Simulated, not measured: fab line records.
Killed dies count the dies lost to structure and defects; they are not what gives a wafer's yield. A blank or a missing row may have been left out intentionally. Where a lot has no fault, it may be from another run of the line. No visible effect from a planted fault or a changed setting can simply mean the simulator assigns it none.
A struck lot beside a sound one / flow n5_finfet / 15 out of 1938 route steps
Sound: wafers L179.2, L179.3, L179.5. Struck: wafer L186.4 (L186.3, L186.5, from the same lot, were not struck and are left out); the cause is given at the end.
Per side, at each step with rows, come the tool, then ch with its chambers, and then its first start. Under that, the readings that differ: sound wafers / struck wafers / difference of the means / sigmas: that difference in standard deviations of wafers without a fault.
alike: readings whose means differ by less than 2 such deviations, and words and numbers that are the same on both sides. not compared: withheld readings, readings that some wafer has no value for, bounds like >300 that may hide the same value, and numbers for which the record gives no deviation and whose values overlap.
A row with sigmas, a row that says differs or no value, or rows on one side alone: a step with any of these is where the two part. Numbers that have no deviation but don't overlap get no sigmas and don't part them. A reading missing from all wafers of one side parts the sides only when that side holds two or more wafers.

first, 1 step without rows for these wafers: N5_BEOL_M11_CURE_72 (cures SiCOH lowk, time 120 s).
N5_BEOL_M11_DEGAS_44: time 60 s.
  sound: pvd_sputter-02 at day 13 02:07; struck: pvd_sputter-01 at day 14 23:59
  alike: heater_power_w
N5_BEOL_M11_PRE_CLEAN_45: time 30 s.
  sound: pvd_sputter-02 at day 13 02:10; struck: pvd_sputter-01 at day 15 00:02
  alike: heater_power_w
N5_BEOL_M11_ALD_74: deposits TaN, target thk 2 nm, pulse time 2 s, purge time 3 s.
  sound on ald_metal-02 ch 1,2, day 13 02:13; struck on ald_metal-02 ch 0, day 15 00:06
  alike: heater_power_w
N5_BEOL_M11_SURFACE_TREAT_76:
  sound: pvd_sputter-03 at day 13 02:31; struck: pvd_sputter-03 at day 15 00:26
  not compared: throttle_valve_pct
then, 3 steps without rows for these wafers: N5_BEOL_M11_CVD_75 (deposits Co from CCTBA/H2, target thk 2 nm, time 138.9 s); N5_BEOL_M11_SPUTTER_48 (material Cu, target thk 12 nm, time 2 s); N5_BEOL_M11_ECD_50 (material Cu, target thk 318 nm).
N5_BEOL_M11_ANNEAL_51: time 90 s.
  sound on rtp_anneal-01 ch 0, day 13 03:50; struck on rtp_anneal-02 ch 0, day 15 01:28
  alike: wafer_temp_C_max
then, 1 step without rows for these wafers: N5_BEOL_M11_CMP_52 (polishes, stops on SiCOH lowk, t overpolish 7 s, target thk 140 nm).
N5_BEOL_M11_THK_MEAS_53: measures by xrf.
  sound: film_metro-02 at day 13 04:23; struck: film_metro-01 at day 15 01:58
  alike: M11_THK
then, 1 step without rows for these wafers: N5_BEOL_M11_PRE_CLEAN_55 (time 15 s).
N5_BEOL_M11_DEP_56: deposits SiCN from 3MS/NH3, target thk 30 nm, time 10.5 s.
  sound on pecvd-03 ch 1,2, day 13 04:26; struck on pecvd-03 ch 2, day 15 02:04
reading=model.SiCN_of_BEOL_M11_DEP_56.thk_nm (nm); sound=29.6 29.8 30; struck=43.8; difference=+14.0; sigmas=
  alike: showerhead_plenum_p_Torr, throttle_valve_pct
N5_BEOL_M11_RS_MEAS_57: the measuring method here is four-point-probe.
  sound: film_metro-01 at day 13 04:31; struck: film_metro-01 at day 15 02:08
  alike: M11_RS
N5_PASSIVATION_PROBE_49:
  sound: prober-02 at day 14 16:23; struck: prober-01 at day 16 18:31
  alike: defect_limited_yield, killed_at_M0_to_M3, killed_at_M4_up, killed_at_contacts, killed_at_front_end, killed_at_other, killed_dies, killed_open, killed_short, sort_bin_5_function, sort_bin_6_memory, sort_n_pass, sort_yield_pct

WHERE THEY PART
Nowhere in this record.

WHY: whatever the simulator had introduced
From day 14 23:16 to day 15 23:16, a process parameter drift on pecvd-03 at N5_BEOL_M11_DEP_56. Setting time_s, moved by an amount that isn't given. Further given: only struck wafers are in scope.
